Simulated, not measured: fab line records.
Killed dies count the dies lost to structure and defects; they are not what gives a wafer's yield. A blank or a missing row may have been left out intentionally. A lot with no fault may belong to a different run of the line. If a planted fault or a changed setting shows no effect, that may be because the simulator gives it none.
A struck lot beside a sound one || flow n5Finfet || 14 steps out of a route of 1938
Sound: wafers L835.2, L835.3, L835.5. Wafers struck: L838.1, L838.5, L838.6. The cause is named last.
Order at every step that has rows: each side's tool, ch and its chambers, its first start. Under that, the readings that differ: sound wafers || struck wafers || difference of the means || sigmas: that difference in standard deviations of wafers without a fault.
alike: same words and numbers on both sides, and readings whose means sit less than 2 such deviations apart. not compared: any withheld reading, any reading some wafer has no value for, any bound like >300 that may hide the same value, and any number with overlapping values for which the record gives no deviation.
Wherever a step has rows on one side only, a row that says differs or no value, or a row with sigmas, the two part there. When numbers do not overlap yet have no deviation, they are printed without sigmas and do not part them. A reading that every wafer of one side lacks parts them only if that side has two wafers or more.

N5_BEOL_M7_ETCH_62: etches SOC in N2/H2, target depth 110 nm, overetch 22 nm, time 165 s.
  sound on rieDiel-03 ch 0,2, day 11 17:08; struck on rieDiel-03 ch 0,3, day 12 18:08
  alike: drypumpMotorCurrentA, h2FlowSccm, oesProductAu, rfVppV, showerheadPlenumPTorr, throttleValvePct
  not compared: rfHoursCounterH
then, 1 step without rows for these wafers: N5_BEOL_M7_STRIP_68 (strips in N2/H2).
N5_BEOL_M7_STRIP_67: strips in CF4.
  sound on rieDiel-03 ch 0,2, day 11 17:16; struck on rieDiel-03 ch 0,3, day 12 18:16
  alike: drypumpMotorCurrentA, oesProductAu, rfVppV, showerheadPlenumPTorr, throttleValvePct
  not compared: rfHoursCounterH
N5_BEOL_M7_HM_OPEN_17: chemistry Cl2/BCl3, target TiN, target depth 20 nm, overetch 6 nm.
  sound on rieMetal-02 ch 1, day 11 17:19; struck on rieMetal-03 ch 0,1, day 12 18:19
{"reading": "oes_ar_750_au (a.u.)", "sound": "0.68 0.68 0.68", "struck": "0.90 0.90 0.89", "difference": "+0.22", "sigmas": "+2"}
{"reading": "oesProductAu (a.u.)", "sound": "0.57 0.57 0.56", "struck": "0.78 0.78 0.77", "difference": "+0.21", "sigmas": "+2"}
  alike: drypumpMotorCurrentA, mfcArSccm, throttleValvePct
  not compared: rfHoursCounterH
N5_BEOL_M7_STRIP_19: strips in O2.
  sound on rieDiel-06 ch 0,1,3, day 11 17:25; struck on rieDiel-03 ch 2,3, day 12 18:25
  alike: drypumpMotorCurrentA, o2FlowSccm, oesProductAu, rfVppV, showerheadPlenumPTorr, throttleValvePct
  not compared: rfHoursCounterH
N5_BEOL_M7_CD_MEAS_18: pitch 80 nm, target cd 40 nm.
  sound: cdSem-02 at day 11 17:30; struck: cdSem-01 at day 12 18:29
  alike: cdNm
then, 6 steps without rows for these wafers: N5_BEOL_M7_COAT_63 (time 60 s, resist thk 60 nm); N5_BEOL_M7_COAT_64 (time 60 s, resist thk 12 nm); N5_BEOL_M7_COAT_71 (time 60 s, resist thk 5 nm); N5_BEOL_M7_COAT_22 (resist thk 30 nm); N5_BEOL_M7_EBR_24; N5_BEOL_M7_SOFTBAKE_23 (time 60 s).
N5_BEOL_M7_EXPOSE_25: exposes mask V6, target cd 40 nm.
  struck on euvScanner-01, day 12 20:38; sound on euvScanner-01 ch 0, day 11 18:53
  no value came back on the struck wafers for exposureDoseMJCm2, focusOffsetNm (nm), sigmaInner; on the sound wafers exposureDoseMJCm2 reads 42.39 42.43 42.32
  alike: mask
then, 1 step without rows for these wafers: N5_BEOL_M7_PEB_26 (peb time 60 s).

WHERE THEY PART
At N5_BEOL_M7_HM_OPEN_17 first; at N5_BEOL_M7_EXPOSE_25 last (within this record only).

WHY: what the simulator had put in
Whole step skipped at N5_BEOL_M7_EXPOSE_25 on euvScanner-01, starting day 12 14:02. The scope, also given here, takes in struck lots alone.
